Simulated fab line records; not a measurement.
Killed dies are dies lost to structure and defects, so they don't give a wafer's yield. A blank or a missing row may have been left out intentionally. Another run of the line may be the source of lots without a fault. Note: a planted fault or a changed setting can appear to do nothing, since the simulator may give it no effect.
Which tool was responsible?	flow n5-finfet	60 wafers from 20 lots sampled at 6 of the route's 1938 steps

## WHAT THE GAUGES SHOWED, per wafer
Not one reading of a measure or inspect step in the record can be checked against a usual standard deviation.

## WHICH TOOL RAN EACH LOT (tool, then ch and the chambers of the sampled wafers, then the start)
lot	N5_GATE_CUT_ETCH_56	N5_GATE_CUT_ETCHBACK_30	N5_GATE_CUT_ETCH_36	N5_GATE_CUT_STRIP_41	N5_GATE_CUT_STRIP_42	N5_GATE_CUT_CMP_43
L074	rie-metal-01 ch 0,1, day 4 09:23	rie-metal-01 ch 0,1, day 4 09:28	rie-diel-06 ch 0,2,3, day 4 13:06	rie-diel-06 ch 0,2,3, day 4 13:16	rie-diel-06 ch 0,2,3, day 4 13:17	cmp-04 ch 1,2,3, day 4 16:31
L075	rie-metal-03 ch 0, day 4 11:55	rie-metal-03 ch 0, day 4 12:00	rie-diel-04 ch 1,2,3, day 4 15:37	rie-diel-04 ch 1,2,3, day 4 15:47	rie-diel-04 ch 1,2,3, day 4 15:49	cmp-02 ch 1,2,3, day 4 18:21
L076	rie-metal-03 ch 0, day 4 18:58	rie-metal-03 ch 0, day 4 19:03	rie-diel-01 ch 0,1,2, day 4 22:34	rie-diel-01 ch 0,1,2, day 4 22:44	rie-diel-01 ch 0,1,2, day 4 22:45	cmp-02 ch 2,3, day 5 01:16
L078	rie-metal-03 ch 0,1, day 5 08:23	rie-metal-03 ch 0,1, day 5 08:28	rie-diel-01 ch 1,3, day 5 12:56	rie-diel-01 ch 1,3, day 5 13:07	rie-diel-01 ch 1,3, day 5 13:08	cmp-02 ch 0,3, day 5 15:32
L079	rie-metal-03 ch 0,1, day 5 15:11	rie-metal-03 ch 0,1, day 5 15:16	rie-diel-01 ch 2,3, day 5 19:32	rie-diel-01 ch 2,3, day 5 19:43	rie-diel-01 ch 2,3, day 5 19:44	cmp-01 ch 0,2,3, day 5 22:08
L080	rie-metal-01 ch 0, day 5 20:19	rie-metal-01 ch 0, day 5 20:25	rie-diel-01 ch 1,2, day 5 23:56	rie-diel-01 ch 1,2, day 6 00:06	rie-diel-01 ch 1,2, day 6 00:07	cmp-01 ch 0,2, day 6 02:32
L082	rie-metal-03 ch 0,1, day 6 10:22	rie-metal-03 ch 0,1, day 6 10:27	rie-diel-01 ch 0,1,3, day 6 13:58	rie-diel-01 ch 0,1,3, day 6 14:08	rie-diel-01 ch 0,1,3, day 6 14:09	cmp-02 ch 0,2,3, day 6 16:34
L083	rie-metal-03 ch 0,1, day 6 17:06	rie-metal-03 ch 0,1, day 6 17:10	rie-diel-06 ch 0,3, day 6 20:42	rie-diel-06 ch 0,3, day 6 20:52	rie-diel-06 ch 0,3, day 6 20:53	cmp-01 ch 0,1,3, day 6 23:28
L084	rie-metal-01 ch 0,1, day 7 01:13	rie-metal-01 ch 0,1, day 7 01:19	rie-diel-06 ch 1,2,3, day 7 07:10	rie-diel-06 ch 1,2,3, day 7 07:20	rie-diel-06 ch 1,2,3, day 7 07:21	cmp-02 ch 1,2,3, day 7 09:46
L085	rie-metal-02 ch 0,1, day 7 03:17	rie-metal-02 ch 0,1, day 7 03:23	rie-diel-06 ch 0,2,3, day 7 09:40	rie-diel-06 ch 0,2,3, day 7 09:51	rie-diel-06 ch 0,2,3, day 7 09:52	cmp-01 ch 1,3, day 7 12:16
L086	rie-metal-03 ch 0, day 7 15:07	rie-metal-03 ch 0, day 7 15:18	rie-diel-04 ch 0,1,2, day 7 19:05	rie-diel-04 ch 0,1,2, day 7 19:15	rie-diel-04 ch 0,1,2, day 7 19:16	cmp-02 ch 0,2,3, day 7 22:30
L087	rie-metal-01 ch 0, day 7 18:37	rie-metal-01 ch 0, day 7 18:42	rie-diel-06 ch 1,2,3, day 7 22:47	rie-diel-06 ch 1,2,3, day 7 22:58	rie-diel-06 ch 1,2,3, day 7 22:59	cmp-01 ch 2,3, day 8 01:32
L088	rie-metal-03 ch 0,1, day 7 22:01	rie-metal-03 ch 0,1, day 7 22:07	rie-diel-06 ch 1,2, day 8 03:10	rie-diel-06 ch 1,2, day 8 03:20	rie-diel-06 ch 1,2, day 8 03:21	cmp-02 ch 1,2, day 8 05:47
L090	rie-metal-01 ch 0,1, day 8 10:29	rie-metal-01 ch 0,1, day 8 10:34	rie-diel-01 ch 0,2,3, day 8 15:07	rie-diel-01 ch 0,2,3, day 8 15:17	rie-diel-01 ch 0,2,3, day 8 15:19	cmp-01 ch 0,1,3, day 8 19:32
L091	rie-metal-03 ch 0,1, day 8 17:56	rie-metal-03 ch 0,1, day 8 18:02	rie-diel-06 ch 0,2,3, day 8 21:51	rie-diel-06 ch 0,2,3, day 8 22:01	rie-diel-06 ch 0,2,3, day 8 22:02	cmp-04 ch 1,2,3, day 9 00:37
L092	rie-metal-03 ch 0,1, day 9 02:37	rie-metal-03 ch 0,1, day 9 02:44	rie-diel-01 ch 0,1,2, day 9 07:55	rie-diel-01 ch 0,1,2, day 9 08:05	rie-diel-01 ch 0,1,2, day 9 08:06	cmp-02 ch 0,2, day 9 10:31
L093	rie-metal-01 ch 0, day 9 04:05	rie-metal-01 ch 0, day 9 04:10	rie-diel-01 ch 1,2,3, day 9 08:17	rie-diel-01 ch 1,2,3, day 9 08:27	rie-diel-01 ch 1,2,3, day 9 08:28	cmp-01 ch 0,2,3, day 9 11:45
L094	rie-metal-01 ch 0,1, day 9 14:11	rie-metal-01 ch 0,1, day 9 14:16	rie-diel-01 ch 2,3, day 9 17:48	rie-diel-01 ch 2,3, day 9 17:58	rie-diel-01 ch 2,3, day 9 17:59	cmp-01 ch 1,2, day 9 20:29
L095	rie-metal-01 ch 0,1, day 9 18:14	rie-metal-01 ch 0,1, day 9 18:19	rie-diel-06 ch 0,1,3, day 9 22:06	rie-diel-06 ch 0,1,3, day 9 22:16	rie-diel-06 ch 0,1,3, day 9 22:17	cmp-02 ch 0,1,2, day 10 00:49
L097	rie-metal-02 ch 1, day 10 12:18	rie-metal-02 ch 1, day 10 12:29	rie-diel-06 ch 1,2,3, day 10 16:05	rie-diel-06 ch 1,2,3, day 10 16:16	rie-diel-06 ch 1,2,3, day 10 16:17	cmp-02 ch 0,3, day 10 19:11
- N5_GATE_CUT_ETCH_56: etches TiN in Cl2/Ar, target depth 21.6 nm.
- N5_GATE_CUT_ETCHBACK_30: etches TiN in Cl2/Ar, target depth 3 nm.
- N5_GATE_CUT_ETCH_36: etches SiARC in CF4, target depth 13 nm, time 21.7 s.
- N5_GATE_CUT_STRIP_41: strips in CF4.
- N5_GATE_CUT_STRIP_42: strips in O2.
- N5_GATE_CUT_CMP_43: polishes SiO2.

## AS READ BY THE TOOLS THEMSELVES (means over the sampled wafers that have a number; for cases with no such wafer, the mark the record gives instead)
N5_GATE_CUT_ETCH_56. Usual: drypump-motor-current-A 6.0 A, standard deviation 0.35; mfc-cl2-sccm 40.02 sccm, standard deviation 0.12; oes-product-au 0.73 a.u., standard deviation 0.07; throttle-valve-pct 21.00 %, standard deviation 0.19.
lot	tool	drypump-motor-current-A (A)	mfc-cl2-sccm (sccm)	oes-product-au (a.u.)	throttle-valve-pct (%)	flag
L074	rie-metal-01	6.1	40.01	0.67	21.01	
L075	rie-metal-03	5.9	40.07	0.84	21.01	
L076	rie-metal-03	5.9	40.09	0.84	21.01	
L078	rie-metal-03	6.2	40.01	0.76	21.04	
L079	rie-metal-03	6.1	39.97	0.80	21.02	
L080	rie-metal-01	6.1	39.96	0.63	21.17	
L082	rie-metal-03	6.2	40.06	0.75	21.05	
L083	rie-metal-03	6.1	40.00	0.79	21.02	
L084	rie-metal-01	6.0	39.91	0.70	20.86	
L085	rie-metal-02	5.5	39.93	0.67	21.04	
L086	rie-metal-03	5.9	40.05	0.82	21.02	
L087	rie-metal-01	6.1	39.94	0.62	21.21	
L088	rie-metal-03	6.2	40.09	0.74	21.05	
L090	rie-metal-01	6.0	40.00	0.66	21.04	
L091	rie-metal-03	6.2	40.09	0.74	21.05	
L092	rie-metal-03	6.1	40.05	0.77	21.04	
L093	rie-metal-01	6.1	40.08	0.62	21.21	
L094	rie-metal-01	6.1	39.95	0.65	21.04	
L095	rie-metal-01	6.1	39.95	0.65	21.05	
L097	rie-metal-02	5.1	39.91	0.72	21.21	

N5_GATE_CUT_ETCHBACK_30. Usual: drypump-motor-current-A 6.0 A, standard deviation 0.35; mfc-cl2-sccm 39.97 sccm, standard deviation 0.11; oes-product-au 0.72 a.u., standard deviation 0.07; throttle-valve-pct 21.00 %, standard deviation 0.19.
lot	tool	drypump-motor-current-A (A)	mfc-cl2-sccm (sccm)	oes-product-au (a.u.)	throttle-valve-pct (%)	flag
L074	rie-metal-01	6.1	39.91	0.67	21.02	
L075	rie-metal-03	5.9	39.83	0.84	21.01	
L076	rie-metal-03	5.9	39.93	0.84	21.01	
L078	rie-metal-03	6.2	40.03	0.76	21.04	
L079	rie-metal-03	6.1	39.99	0.80	21.02	
L080	rie-metal-01	6.1	40.08	0.62	21.18	
L082	rie-metal-03	6.2	39.88	0.75	21.04	
L083	rie-metal-03	6.1	39.95	0.79	21.03	
L084	rie-metal-01	6.0	40.14	0.70	20.86	
L085	rie-metal-02	5.5	39.86	0.67	21.02	
L086	rie-metal-03	5.9	39.78	0.83	21.02	
L087	rie-metal-01	6.1	39.84	0.62	21.20	
L088	rie-metal-03	6.2	40.03	0.74	21.05	
L090	rie-metal-01	6.1	40.09	0.66	21.04	
L091	rie-metal-03	6.2	40.03	0.74	21.05	
L092	rie-metal-03	6.1	40.03	0.77	21.04	
L093	rie-metal-01	6.1	39.86	0.62	21.21	
L094	rie-metal-01	6.1	40.04	0.65	21.04	
L095	rie-metal-01	6.1	40.03	0.65	21.05	
L097	rie-metal-02	5.1	40.05	0.72	21.20	

N5_GATE_CUT_ETCH_36. Usual: cf4-flow-sccm 99.99 sccm (standard deviation 0.27); drypump-motor-current-A 5.7 A (standard deviation 0.5); etch-rf-on-time-s 21.7 s (standard deviation 0.46); oes-product-au 0.65 a.u. (standard deviation 0.057); rf-vpp-V 184.2 V (standard deviation 1.3); showerhead-plenum-p-Torr 2.15 Torr (standard deviation 0.085); throttle-valve-pct 15.71 % (standard deviation 0.16).
lot	tool	cf4-flow-sccm (sccm)	drypump-motor-current-A (A)	etch-rf-on-time-s (s)	oes-product-au (a.u.)	rf-vpp-V (V)	showerhead-plenum-p-Torr (Torr)	throttle-valve-pct (%)	flag
L074	rie-diel-06	100.17	5.5	21.5	0.63	184.5	2.12	15.78	
L075	rie-diel-04	99.94	5.8	21.8	0.67	184.0	2.20	15.69	
L076	rie-diel-01	99.81	5.9	22.0	0.64	185.0	2.15	15.82	
L078	rie-diel-01	99.83	6.0	21.7	0.62	183.4	2.13	15.67	
L079	rie-diel-01	100.05	5.6	22.2	0.62	185.4	2.17	15.67	
L080	rie-diel-01	100.09	6.0	22.0	0.66	185.1	2.18	15.77	
L082	rie-diel-01	100.00	6.2	21.9	0.62	184.5	2.11	15.80	
L083	rie-diel-06	99.97	6.0	21.2	0.63	184.0	2.14	15.74	
L084	rie-diel-06	100.12	5.5	21.2	0.72	183.6	2.13	15.53	
L085	rie-diel-06	100.04	5.5	21.3	0.69	184.7	2.20	15.64	
L086	rie-diel-04	100.25	5.6	21.8	0.66	183.9	2.20	15.70	
L087	rie-diel-06	99.81	5.5	21.4	0.70	184.0	2.13	15.55	
L088	rie-diel-06	100.01	5.3	21.3	0.71	183.5	2.09	15.46	
L090	rie-diel-01	99.96	5.7	22.2	0.61	184.0	2.14	15.80	
L091	rie-diel-06	99.93	5.5	21.4	0.68	185.2	2.19	15.68	
L092	rie-diel-01	99.84	5.9	21.9	0.63	183.2	2.15	15.86	
L093	rie-diel-01	99.86	5.8	22.0	0.63	183.6	2.17	15.74	
L094	rie-diel-01	100.09	5.6	22.4	0.60	184.8	2.16	15.70	
L095	rie-diel-06	99.93	5.7	21.6	0.63	183.0	2.10	15.70	
L097	rie-diel-06	99.80	5.5	21.1	0.68	184.6	2.12	15.58	

N5_GATE_CUT_STRIP_41. Usual: cf4-flow-sccm 150.0 sccm, standard deviation 0.48; drypump-motor-current-A 5.7 A, standard deviation 0.5; oes-product-au 0.176 a.u., standard deviation 0.015; rf-vpp-V 271.2 V, standard deviation 1.7; showerhead-plenum-p-Torr 1.80 Torr, standard deviation 0.068; throttle-valve-pct 13.70 %, standard deviation 0.17.
lot	tool	cf4-flow-sccm (sccm)	drypump-motor-current-A (A)	oes-product-au (a.u.)	rf-vpp-V (V)	showerhead-plenum-p-Torr (Torr)	throttle-valve-pct (%)	flag
L074	rie-diel-06	150.3	5.5	0.167	271.2	1.78	13.78	
L075	rie-diel-04	150.2	5.8	0.177	271.1	1.85	13.68	
L076	rie-diel-01	150.3	5.9	0.173	270.8	1.81	13.79	
L078	rie-diel-01	150.7	6.1	0.166	270.2	1.79	13.67	
L079	rie-diel-01	149.8	5.6	0.171	271.4	1.81	13.63	
L080	rie-diel-01	150.3	6.0	0.180	271.2	1.83	13.75	
L082	rie-diel-01	150.0	6.2	0.168	269.4	1.77	13.80	
L083	rie-diel-06	150.2	6.0	0.168	271.6	1.80	13.73	
L084	rie-diel-06	150.2	5.5	0.190	271.2	1.79	13.52	
L085	rie-diel-06	150.2	5.5	0.186	272.9	1.85	13.63	
L086	rie-diel-04	149.8	5.5	0.179	272.5	1.84	13.67	
L087	rie-diel-06	150.1	5.5	0.185	270.7	1.78	13.53	
L088	rie-diel-06	150.1	5.3	0.193	270.7	1.75	13.46	
L090	rie-diel-01	150.2	5.7	0.171	270.0	1.80	13.77	
L091	rie-diel-06	150.0	5.5	0.183	271.2	1.84	13.65	
L092	rie-diel-01	150.0	5.9	0.175	271.0	1.80	13.83	
L093	rie-diel-01	150.0	5.8	0.174	271.6	1.82	13.73	
L094	rie-diel-01	150.0	5.6	0.165	272.5	1.81	13.68	
L095	rie-diel-06	149.9	5.7	0.167	269.9	1.76	13.71	
L097	rie-diel-06	150.1	5.5	0.178	270.5	1.78	13.57	

N5_GATE_CUT_STRIP_42. Usual: drypump-motor-current-A 5.7 A, standard deviation 0.5; oes-product-au 0.76 a.u., standard deviation 0.063; rf-vpp-V 3.6 V, standard deviation 0.46; showerhead-plenum-p-Torr 2.10 Torr, standard deviation 0.087; throttle-valve-pct 16.74 %, standard deviation 0.2.
lot	tool	drypump-motor-current-A (A)	oes-product-au (a.u.)	rf-vpp-V (V)	showerhead-plenum-p-Torr (Torr)	throttle-valve-pct (%)	flag
L074	rie-diel-06	5.6	0.73	3.7	2.08	16.85	
L075	rie-diel-04	5.8	0.77	3.7	2.16	16.74	
L076	rie-diel-01	5.9	0.76	3.2	2.10	16.83	
L078	rie-diel-01	6.1	0.73	4.0	2.09	16.73	
L079	rie-diel-01	5.6	0.73	3.7	2.11	16.66	
L080	rie-diel-01	6.0	0.78	4.1	2.13	16.81	
L082	rie-diel-01	6.2	0.72	3.9	2.06	16.84	
L083	rie-diel-06	5.9	0.74	3.6	2.12	16.90	
L084	rie-diel-06	5.5	0.83	3.5	2.08	16.57	
L085	rie-diel-06	5.5	0.81	3.2	2.16	16.73	
L086	rie-diel-04	5.5	0.78	3.4	2.16	16.82	
L087	rie-diel-06	5.5	0.81	3.4	2.08	16.59	
L088	rie-diel-06	5.3	0.83	3.7	2.02	16.41	
L090	rie-diel-01	5.7	0.72	3.6	2.08	16.78	
L091	rie-diel-06	5.5	0.79	3.9	2.16	16.76	
L092	rie-diel-01	5.9	0.74	4.3	2.09	16.86	
L093	rie-diel-01	5.8	0.74	3.3	2.12	16.76	
L094	rie-diel-01	5.7	0.71	3.5	2.10	16.70	
L095	rie-diel-06	5.8	0.74	3.4	2.05	16.77	
L097	rie-diel-06	5.5	0.78	3.8	2.07	16.63	

N5_GATE_CUT_CMP_43. Usual: edge-zone-pressure-frac 1.000, standard deviation 0.0052; motor-current-A 12.0 A, standard deviation 0.85.
lot	tool	edge-zone-pressure-frac	motor-current-A (A)	flag
L074	cmp-04	1.002	12.8	
L075	cmp-02	1.002	11.2	
L076	cmp-02	1.003	11.5	
L078	cmp-02	1.002	12.5	
L079	cmp-01	1.000	11.8	
L080	cmp-01	1.000	12.0	
L082	cmp-02	1.000	11.9	
L083	cmp-01	0.997	11.3	
L084	cmp-02	1.003	11.7	
L085	cmp-01	1.002	12.0	
L086	cmp-02	1.000	12.1	
L087	cmp-01	1.001	12.2	
L088	cmp-02	0.997	11.8	
L090	cmp-01	1.001	11.9	
L091	cmp-04	0.996	13.2	
L092	cmp-02	1.004	12.3	
L093	cmp-01	0.994	11.9	
L094	cmp-01	1.001	12.0	
L095	cmp-02	1.000	12.1	
L097	cmp-02	1.002	12.8	

## THE ANSWER, worked out from the rows above alone
Rule: a lot is off if the mean of its wafers that have a number lies more than 3 standard deviations from the usual mean. A lot without any number at a reading at which 4 lots or more have one is off too. All remaining lots with rows at the step are treated as sound. After the gauges, taken in route order, come the tools' own readings; for these a lot's mean is taken, as printed above. The first step at which some lot is off is used, and at that step the reading that is off furthest; a lot without a number counts as furthest.
None of the lots is off at any reading shown; this tells nothing.

## WHAT THE SIMULATOR HAD PUT IN
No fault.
